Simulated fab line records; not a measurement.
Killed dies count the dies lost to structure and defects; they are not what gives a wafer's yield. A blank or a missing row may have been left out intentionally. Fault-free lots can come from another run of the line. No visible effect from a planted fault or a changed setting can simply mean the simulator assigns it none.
fab line records | flow n5_finfet
record: lots: 7 | wafers: 39
route steps=1938 shown SPACER0@259 MOL_CONTACT_COAG@535 BEOL_M2@841 BEOL_M5@1115
start_h: hours from the record's first day to the start of the lot's first wafer shown | wait_h: time in hours since the lot's previous step | " unchanged from the row above | L1.1+2: one row covering several wafers at once | - no value, or no start given | * or withheld: withheld | < > ~ a bound
route shown NAME@n: names a module that has steps shown in the file, with the first one's number in the route | usual: mean/standard deviation of fault-free wafers | same: alike in all rows | chamber/n: place in a boat | sites: readings site by site | _std_site: their standard deviation | _edge_site: outer sites' mean less inner sites' | radius_mm: for every site, how far away it sits from the centre of the wafer | mask NAME#n: copy n | behind: the last tool/chamber to shape the wafer | hold: what put the lot on hold/how long, in hours/how the hold closed | device: which transistor (n, p or np) failed to switch | end of line: the tests these same wafers got at the end of their route | a step without rows: its recipe alone | killed: dies that structure and defects cost at the first sort, which is not the same as the wafer's yield | map: dies across one wafer; x = killed, . = not, _ = none there
set.NAME: setting as actually run; set.NAME@STEP: the setting as run at that earlier step | model.NAME: the simulator's own value behind a step, which no gauge read
lots run with intentionally changed settings; tables by step, rows by wafer
== steps ==
step: N5_SPACER0_ALD_00
recipe: material: SiOCN | target_thk_a: 35 | temp_c: 400 | ald_precursor_family: alkyl-aminosilane | ald_co_reactant: O2/N2-plasma | pulse_time_s: 3 | purge_time_s: 2 | co_reactant_purge_time_s: 2 | ald_cycles: 58 | pressure_torr: 2
lot.wafer  | tool       | chamber | start_h | wait_h | set.ald_cycles | model.SiOCN_of_SPACER0_ALD_00.thk_nm
L075.1+4   | ald_sin-02 | 1,2     | 55.14   | 0.1    | 58             | 3.4
L075.2+3+5 | "          | 3,0,2   | "       | "      | 82             | 5
L075.6     | "          | 3       | "       | "      | 58             | 3.6
L081.1+5+6 | ald_sin-03 | 3,0,1   | 92.55   | 0.1    | 77             | 4.6
L081.2+3+4 | "          | 1,0,2   | "       | "      | 58             | 3.4
L082.1+2+6 | ald_sin-04 | 0,3,0   | 99.40   | 0.1    | 86             | 5.2
L082.3+4   | "          | 2,3     | "       | "      | 58             | 3.4
L082.5     | "          | 2       | "       | "      | 58             | 3.6
L084.3     | ald_sin-03 | 3       | 109.76  | 0.1    | 58             | 3.6
L084.5+6   | "          | 1,2     | "       | "      | 58             | 3.4
L087.1+3+5 | ald_sin-03 | 3,0,3   | 128.81  | 0.1    | 58             | 3.6
L087.2+4+6 | "          | 1,2,0   | "       | "      | 27             | 1.6
L096.1+3+4 | ald_sin-03 | 0,3,2   | 179.33  | 0.1    | 58             | 3.4
L096.2+5+6 | "          | 1,0,3   | "       | "      | 58             | 3.6
L097.1+2   | ald_sin-04 | 0,3     | 185.14  | 0.1    | 91             | 5.4
L097.3     | "          | 2       | "       | "      | 91             | 5.6
L097.4     | "          | 1       | "       | "      | 58             | 3.6
L097.5+6   | "          | 0,3     | "       | "      | 58             | 3.4
step: N5_MOL_CONTACT_COAG_CONTACT_ETCH_14
recipe: chemistry: C4F6/O2 | target: SiO2 | target_depth_a: 275 | overetch_a: 85 | mask_material: SOC | pressure_mtorr: 30 | source_w: 370 | bias_w: 185 | Ar_flow_sccm: 300 | C4F6_flow_sccm: 16 | O2_flow_sccm: 10 | time_s: 20 | ion_energy_ev: 259.6
lot.wafer      | tool        | chamber   | start_h | wait_h | set.time_s | model.SOC_of_MOL_CONTACT_COAG_COAT_103.thk_nm
L075.1+3       | rie_diel-04 | 1,0       | 99.02   | 0.0    | 20         | 78.2
L075.2         | "           | 3         | "       | "      | 20         | 78
L075.4         | "           | 2         | "       | "      | 23.81      | 77.8
L075.5+6       | "           | 2,3       | "       | "      | 23.81      | 78
L081.1+2       | rie_diel-04 | 0,1       | 135.09  | 0.0    | 28.24      | 78
L081.3         | "           | 2         | "       | "      | 20         | 79
L081.4+5       | "           | 3,2       | "       | "      | 20         | 78.8
L081.6         | "           | 1         | "       | "      | 28.24      | 78.2
L082.1+2+3+5+6 | rie_diel-03 | 2,0,1,2,1 | 140.57  | 0.0    | 20         | 78.6
L082.4         | "           | 3         | "       | "      | 20         | 78.4
L084.3+6       | rie_diel-03 | 2,3       | 149.35  | 0.0    | 20         | 78.8
L084.5         | "           | 2         | "       | "      | 20         | 79
L087.1+3       | rie_diel-03 | 1,2       | 167.99  | 0.0    | 20         | 78.6
L087.2+4+5+6   | "           | 3,0,0,1   | "       | "      | 20         | 78.8
L096.1+4       | rie_diel-01 | 2,1       | 222.14  | 0.0    | 20         | 78.4
L096.2         | "           | 1         | "       | "      | 24.56      | 77.8
L096.3         | "           | 0         | "       | "      | 24.56      | 78
L096.5         | "           | 0         | "       | "      | 24.56      | 78.2
L096.6         | "           | 2         | "       | "      | 20         | 78.6
L097.1+4       | rie_diel-01 | 0         | 225.72  | 0.0    | 20         | 78.6
L097.2         | "           | 2         | "       | "      | 20         | 78.4
L097.3+6       | "           | 1         | "       | "      | 11.33      | 79.2
L097.5         | "           | 2         | "       | "      | 11.33      | 79.4
step: N5_MOL_CONTACT_COAG_ETCH_124
recipe: chemistry: CH3F/O2 | target: SiNx | target_depth_a: 65 | mask_material: SOC | stop_on: SiOC | over_etch_frac: 0.3 | ion_energy_ev: 120 | pressure_mtorr: 30 | source_w: 395 | bias_w: 73 | Ar_flow_sccm: 150 | CH3F_flow_sccm: 30 | O2_flow_sccm: 20 | ends: end_point
lot.wafer | tool        | chamber | start_h | wait_h | set.target_depth_a | model.etch.depth_nm | model.SOC_of_MOL_CONTACT_COAG_COAT_62.thk_nm
L075.1    | rie_diel-01 | 1       | 109.63  | 0.0    | 90.79              | 5                   | 46.6
L075.2    | "           | 0       | "       | "      | 90.79              | 4.974               | 47
L075.3    | "           | 2       | "       | "      | 65                 | 4.997               | 47.8
L075.4    | "           | 3       | "       | "      | 90.79              | 4.96                | 46.4
L075.5    | "           | 1       | "       | "      | 65                 | 4.968               | 48
L075.6    | "           | 2       | "       | "      | 65                 | 5.017               | 47.8
L081.1    | rie_diel-03 | 0       | 146.99  | 0.0    | 65                 | 4.954               | 48.6
L081.2    | "           | 1       | "       | "      | 26.04              | 2.524               | 50.8
L081.3    | "           | 3       | "       | "      | 26.04              | 2.545               | 50.2
L081.4    | "           | 2       | "       | "      | 65                 | 5.016               | 48.6
L081.5    | "           | 2       | "       | "      | 65                 | 5.01                | 48.6
L081.6    | "           | 3       | "       | "      | 26.04              | 2.552               | 50.4
L082.1    | rie_diel-01 | 0       | 152.78  | 0.0    | 65                 | 4.979               | 48.4
L082.2    | "           | 2       | "       | "      | 31.57              | 3.182               | 50
L082.3    | "           | 3       | "       | "      | 65                 | 4.987               | 48.4
L082.4    | "           | 1       | "       | "      | 31.57              | 3.202               | 50
L082.5    | "           | 2       | "       | "      | 31.57              | 3.165               | 50
L082.6    | "           | 1       | "       | "      | 65                 | 4.995               | 48.4
L084.3    | rie_diel-01 | 0       | 161.21  | 0.0    | 65                 | 5.029               | 48.2
L084.5    | "           | 1       | "       | "      | 65                 | 5.027               | 48.4
L084.6    | "           | 2       | "       | "      | 65                 | 5.01                | 48.2
L087.1    | rie_diel-04 | 3       | 179.01  | 0.0    | 36.23              | 3.582               | 49.6
L087.2    | "           | 2       | "       | "      | 65                 | 4.941               | 48.4
L087.3    | "           | 0       | "       | "      | 36.23              | 3.559               | 50
L087.4    | "           | 1       | "       | "      | 36.23              | 3.652               | 49.6
L087.5    | "           | 1       | "       | "      | 65                 | 4.961               | 48.2
L087.6    | "           | 0       | "       | "      | 65                 | 4.946               | 48.4
L096.1    | rie_diel-01 | 0       | 234.80  | 0.0    | 65                 | 5.024               | 48.4
L096.2    | "           | 2       | "       | "      | 65                 | 5.017               | 48.2
L096.3    | "           | 3       | "       | "      | 65                 | 4.999               | 48.2
L096.4    | "           | 3       | "       | "      | 29.56              | 2.995               | 50
L096.5    | "           | 0       | "       | "      | 29.56              | 2.944               | 50
L096.6    | "           | 2       | "       | "      | 29.56              | 2.993               | 49.6
L097.1    | rie_diel-01 | 3       | 237.93  | 0.0    | 65                 | 5.011               | 48.6
L097.2    | "           | 0       | "       | "      | 65                 | 5.018               | 48.4
L097.3    | "           | 2       | "       | "      | 50.35              | 5                   | 49.2
L097.4    | "           | 3       | "       | "      | 50.35              | 4.988               | 49.4
L097.5    | "           | 2       | "       | "      | 50.35              | 5.023               | 49
L097.6    | "           | 0       | "       | "      | 65                 | 4.987               | 48.6
step: N5_BEOL_M2_ILD_DEP_00
recipe: material: SiOC | target_thk_a: 790 | temp_c: 350 | precursor: DEMS/O2 | pressure_torr: 5 | rf_w: 500 | time_s: 15.3
lot.wafer | tool     | chamber | start_h | wait_h | set.time_s | model.SiOC_of_BEOL_M2_ILD_DEP_00.thk_nm
L075.1    | pecvd-04 | 0       | 135.95  | 0.0    | 6.628      | 33.2
L075.2    | "        | 2       | "       | "      | 15.3       | 77.4
L075.3    | "        | 1       | "       | "      | 15.3       | 77
L075.4    | "        | 2       | "       | "      | 6.628      | 33.8
L075.5    | "        | 1       | "       | "      | 6.628      | 34
L075.6    | "        | 0       | "       | "      | 15.3       | 78.8
L081.1    | pecvd-01 | 2       | 174.49  | 0.0    | 15.3       | 78.6
L081.2    | "        | 1       | "       | "      | 21.85      | 112.4
L081.3    | "        | 0       | "       | "      | 15.3       | 79
L081.4    | "        | 2       | "       | "      | 21.85      | 114
L081.5    | "        | 1       | "       | "      | 15.3       | 79.6
L081.6    | "        | 0       | "       | "      | 21.85      | 112.6
L082.1    | pecvd-02 | 2       | 178.35  | 0.0    | 18.91      | 94.2
L082.2    | "        | 1       | "       | "      | 15.3       | 78.4
L082.3    | "        | 0       | "       | "      | 15.3       | 78.6
L082.4+5  | "        | 1,0     | "       | "      | 18.91      | 98.6
L082.6    | "        | 2       | "       | "      | 15.3       | 77.8
L084.3    | pecvd-04 | 0       | 208.22  | 0.0    | 15.3       | 77
L084.5    | "        | 1       | "       | "      | 15.3       | 80.2
L084.6    | "        | 0       | "       | "      | 15.3       | 78.4
L087.1+3  | pecvd-02 | 0,1     | 216.42  | 0.0    | 7.402      | 38.8
L087.2    | "        | 1       | "       | "      | 7.402      | 39
L087.4+5  | "        | 0,1     | "       | "      | 15.3       | 80
L087.6    | "        | 0       | "       | "      | 15.3       | 79.6
L096.1    | pecvd-04 | 1       | 272.44  | 0.0    | 6.426      | 33.6
L096.2+5  | "        | 2       | "       | "      | 15.3       | 78.8
L096.3    | "        | 0       | "       | "      | 6.426      | 32.6
L096.4    | "        | 0       | "       | "      | 15.3       | 79.4
L096.6    | "        | 1       | "       | "      | 6.426      | 34.2
L097.1    | pecvd-02 | 2       | 273.24  | 0.0    | 7.187      | 36.2
L097.2+5  | "        | 1,2     | "       | "      | 15.3       | 78
L097.3    | "        | 0       | "       | "      | 7.187      | 37.6
L097.4    | "        | 0       | "       | "      | 7.187      | 37.8
L097.6    | "        | 1       | "       | "      | 15.3       | 79.4
step: N5_BEOL_M2_THK_MEAS_01
recipe: reads: SiOC_of_BEOL_M2_ILD_DEP_00
usual: M2_ILD_THK: 78.8/1.1
lot.wafer | tool          | chamber | start_h | wait_h | set.time_s@BEOL_M2_ILD_DEP_00 | M2_ILD_THK[nm]
L075.1    | film_metro-01 | -       | 136.01  | 0.0    | 6.628                         | 33.2
L075.2    | "             | -       | "       | "      | 15.3                          | 77.4
L075.3    | "             | -       | "       | "      | 15.3                          | 77.1
L075.4    | "             | -       | "       | "      | 6.628                         | 33.8
L075.5    | "             | -       | "       | "      | 6.628                         | 34.0
L075.6    | "             | -       | "       | "      | 15.3                          | 78.8
L081.1    | film_metro-01 | -       | 174.55  | 0.0    | 15.3                          | 78.5
L081.2    | "             | -       | "       | "      | 21.85                         | 112.5
L081.3    | "             | -       | "       | "      | 15.3                          | 78.9
L081.4    | "             | -       | "       | "      | 21.85                         | 114.0
L081.5    | "             | -       | "       | "      | 15.3                          | 79.6
L081.6    | "             | -       | "       | "      | 21.85                         | 112.5
L082.1    | film_metro-02 | -       | 178.42  | 0.0    | 18.91                         | 94.1
L082.2    | "             | -       | "       | "      | 15.3                          | 78.4
L082.3    | "             | -       | "       | "      | 15.3                          | 78.6
L082.4    | "             | -       | "       | "      | 18.91                         | 98.4
L082.5    | "             | -       | "       | "      | 18.91                         | 98.6
L082.6    | "             | -       | "       | "      | 15.3                          | 77.8
L084.3    | film_metro-01 | -       | 208.29  | 0.1    | 15.3                          | 77.1
L084.5    | "             | -       | "       | "      | 15.3                          | 80.2
L084.6    | "             | -       | "       | "      | 15.3                          | 78.4
L087.1    | film_metro-02 | -       | 216.50  | 0.1    | 7.402                         | 38.8
L087.2    | "             | -       | "       | "      | 7.402                         | 38.9
L087.3    | "             | -       | "       | "      | 7.402                         | 38.7
L087.4    | "             | -       | "       | "      | 15.3                          | 80.1
L087.5    | "             | -       | "       | "      | 15.3                          | 79.9
L087.6    | "             | -       | "       | "      | 15.3                          | 79.6
L096.1    | film_metro-02 | -       | 272.51  | 0.0    | 6.426                         | 33.6
L096.2    | "             | -       | "       | "      | 15.3                          | 78.9
L096.3    | "             | -       | "       | "      | 6.426                         | 32.6
L096.4    | "             | -       | "       | "      | 15.3                          | 79.3
L096.5    | "             | -       | "       | "      | 15.3                          | 78.8
L096.6    | "             | -       | "       | "      | 6.426                         | 34.3
L097.1    | film_metro-02 | -       | 273.30  | 0.0    | 7.187                         | 36.1
L097.2    | "             | -       | "       | "      | 15.3                          | 78.1
L097.3    | "             | -       | "       | "      | 7.187                         | 37.6
L097.4    | "             | -       | "       | "      | 7.187                         | 37.8
L097.5    | "             | -       | "       | "      | 15.3                          | 78.0
L097.6    | "             | -       | "       | "      | 15.3                          | 79.5
step: N5_BEOL_M5_PECVD_70
recipe: material: SiO2 | target_thk_a: 160 | temp_c: 400 | precursor: TEOS/O2 | pressure_torr: 5.5 | rf_w: 450 | teos_flow_sccm: 53.8 | gas: O2 | flow_sccm: 3000 | time_s: 18
lot.wafer | tool     | chamber | start_h | wait_h | set.time_s | model.SiO2_of_BEOL_M5_PECVD_70.thk_nm
L075.1+4  | pecvd-04 | 0       | 168.64  | 0.0    | 18         | 15.6
L075.2+5  | "        | 1,2     | "       | "      | 8.981      | 8
L075.3    | "        | 2       | "       | "      | 18         | 15.8
L075.6    | "        | 1       | "       | "      | 8.981      | 8.2
L081.1+2  | pecvd-03 | 2,1     | 213.04  | 0.0    | 18         | 16
L081.3+4  | "        | 0,2     | "       | "      | 18         | 15.8
L081.5+6  | "        | 0,1     | "       | "      | 18         | 16.2
L082.1+3  | pecvd-04 | 0,2     | 220.42  | 0.0    | 18         | 15.8
L082.2    | "        | 1       | "       | "      | 12.84      | 11.4
L082.4    | "        | 0       | "       | "      | 12.84      | 11.8
L082.5    | "        | 1       | "       | "      | 18         | 16
L082.6    | "        | 2       | "       | "      | 12.84      | 11.6
L084.3    | pecvd-01 | 1       | 239.18  | 0.0    | 18         | 15.8
L084.5+6  | "        | 2,0     | "       | "      | 18         | 16
L087.1    | pecvd-04 | 1       | 249.39  | 0.0    | 24.69      | 21.6
L087.2    | "        | 2       | "       | "      | 18         | 15.6
L087.3    | "        | 0       | "       | "      | 18         | 15.8
L087.4+5  | "        | 2,0     | "       | "      | 24.69      | 22
L087.6    | "        | 1       | "       | "      | 18         | 16.2
L096.1    | pecvd-01 | 2       | 305.20  | 0.0    | 21.33      | 18.2
L096.2    | "        | 0       | "       | "      | 21.33      | 18.4
L096.3+6  | "        | 1,0     | "       | "      | 18         | 15.8
L096.4    | "        | 1       | "       | "      | 21.33      | 18.8
L096.5    | "        | 2       | "       | "      | 18         | 15.6
L097.1    | pecvd-01 | 0       | 307.35  | 0.0    | 18         | 15.8
L097.2    | "        | 2       | "       | "      | 18         | 15.6
L097.3    | "        | 1       | "       | "      | 24.3       | 21.2
L097.4    | "        | 1       | "       | "      | 24.3       | 21.6
L097.5    | "        | 2       | "       | "      | 18         | 16
L097.6    | "        | 0       | "       | "      | 24.3       | 21.4
== key ==
split: step: N5_SPACER0_ALD_00 | setting: ald_cycles | stated: 58 | by: wafer
response: step: N5_SPACER0_ALD_00 | reading: model.SiOCN_of_SPACER0_ALD_00.thk_nm | change: +0.0363 | per: 1% | r: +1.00
split: step: N5_MOL_CONTACT_COAG_CONTACT_ETCH_14 | setting: time_s | stated: 20 | by: wafer
response: step: N5_MOL_CONTACT_COAG_CONTACT_ETCH_14 | reading: model.SOC_of_MOL_CONTACT_COAG_COAT_103.thk_nm | change: -0.0178 | per: 1% | r: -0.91
split: step: N5_MOL_CONTACT_COAG_ETCH_124 | setting: target_depth_a | stated: 65 | by: wafer
response: step: N5_MOL_CONTACT_COAG_ETCH_124 | reading: model.etch.depth_nm | shape: bent | at_lowest: 2.54 | at_stated: 4.995 | at_highest: 4.978
response: step: N5_MOL_CONTACT_COAG_ETCH_124 | reading: model.SOC_of_MOL_CONTACT_COAG_COAT_62.thk_nm | change: -0.0306 | per: 1% | r: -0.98
split: step: N5_BEOL_M2_ILD_DEP_00 | setting: time_s | stated: 15.3 | by: wafer
response: step: N5_BEOL_M2_ILD_DEP_00 | reading: model.SiOC_of_BEOL_M2_ILD_DEP_00.thk_nm | change: +0.785 | per: 1% | r: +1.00
response: step: N5_BEOL_M2_THK_MEAS_01 | reading: M2_ILD_THK | change: +0.786 | per: 1% | r: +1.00
split: step: N5_BEOL_M5_PECVD_70 | setting: time_s | stated: 18 | by: wafer
response: step: N5_BEOL_M5_PECVD_70 | reading: model.SiO2_of_BEOL_M5_PECVD_70.thk_nm | change: +0.155 | per: 1% | r: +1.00
